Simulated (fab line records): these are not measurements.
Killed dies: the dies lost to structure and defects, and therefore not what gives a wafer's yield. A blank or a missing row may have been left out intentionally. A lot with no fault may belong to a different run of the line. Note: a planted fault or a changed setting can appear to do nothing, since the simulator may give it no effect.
8D (eight disciplines) problem report, filled in by code	flow nand harc	the parts of the form that need people (team, actions taken, sign-off) are left out

== 1. WHAT IS WRONG ==
At NHARC_END_SORT_01, killed at periphery averages 643.3 over 3 wafers from 3 lots, while fault-free wafers read 2.7, standard deviation 1.9. That is +99 or more standard deviations from the usual mean.
The first sign was on wafer L250.1 at day 23 20:25, on prober-01. At this step, 10 wafers from 4 lots have a number in the record. Rule for "out" (also "out of limits"): further than 4 standard deviations from the usual mean. The rest of the wafers with a number are treated as sound.

== 2. WHAT IT IS, AND WHAT IT ISN'T ==
question	is	is not
which readings at this step	killed at periphery, defect limited yield, killed dies, sort_bin_2_pct, sort n pass, sort rim yield pct, sort yield pct	killed open, killed short, sort_bin_3_pct
which lots	L250, L252, L254	L253
which wafers of those lots	L250.1, L252.1, L254.3	L250.2, L250.4, L252.2, L252.5, L254.2, L254.6
read on which gauges	prober-01, prober-02	-
when	from day 23 20:25	up to then (1 sound wafer); but 6 sound wafers of L250, L252, L254 came after

== 3. SUSPECTS, AND WHAT RULES EACH OUT ==
Counting: a tool at a process step up to the reading stays a suspect if it ran every lot that is out. Sound lots after the first of them don't rule it out here, since some wafers of a struck lot are sound.
- the gauge at NHARC_END_SORT_01: ruled out. The wafers that are out were read on 2 gauges (prober-01, prober-02).
- pvd sputter-01 at NHARC_P_M0_PVD_21 (deposits Cu, target thk 30 nm, time 20.49 s): kept. It ran every lot that is out, first L250 (day 9 22:31).
After counting, what remains is pvd sputter-01 at NHARC_P_M0_PVD_21.

== 4. THE CAUSE (what the simulator had put in) ==
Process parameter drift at NHARC_P_M0_PVD_21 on pvd sputter-01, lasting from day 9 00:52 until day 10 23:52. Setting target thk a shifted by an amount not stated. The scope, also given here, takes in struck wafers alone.
After counting, this tool was the only one left.

== 5. THE CHAIN OF EFFECTS, in route order ==
Each row: a reading where the mean over the struck wafers with a number is more than 3 standard deviations away from the usual. Only readings for which the record gives a usual standard deviation are gone through. hours: the time from each lot's start at the first step in this table that gives one to its start at this step, as a median over the lots. sigmas: the change in usual standard deviations.
hours	step	reading	usual	on struck wafers	change	sigmas
0	NHARC_END_SORT_01	defect limited yield	95.3 %	0.0	-95.3	-56
0	NHARC_END_SORT_01	killed at periphery	2.7	643.3	+640.6	+99 or more
0	NHARC_END_SORT_01	killed dies	32	677	+645	+54
0	NHARC_END_SORT_01	sort_bin_2_pct	1.5 %	96.2	+94.7	+99 or more
0	NHARC_END_SORT_01	sort n pass	645	0	-645	-54
0	NHARC_END_SORT_01	sort rim yield pct	95 %	0	-95	-31
0	NHARC_END_SORT_01	sort yield pct	95.3 %	0.0	-95.3	-56

== 6. HOW IT WOULD HAVE BEEN CAUGHT EARLIER ==
356 hours passed between the start of the fault at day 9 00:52 and the first reading out of limits at a measuring or inspecting step in this record, taken at day 23 20:25.
Of the tool readings at NHARC_P_M0_PVD_21 for which the record gives a usual standard deviation, none was out on any struck wafer, so an alarm limit of 4 standard deviations on them would not have fired.
All the lots that are out (3) had begun NHARC_P_M0_PVD_21 on pvd sputter-01 by day 23 20:25. Tool hold at that time: it would have spared none of them.
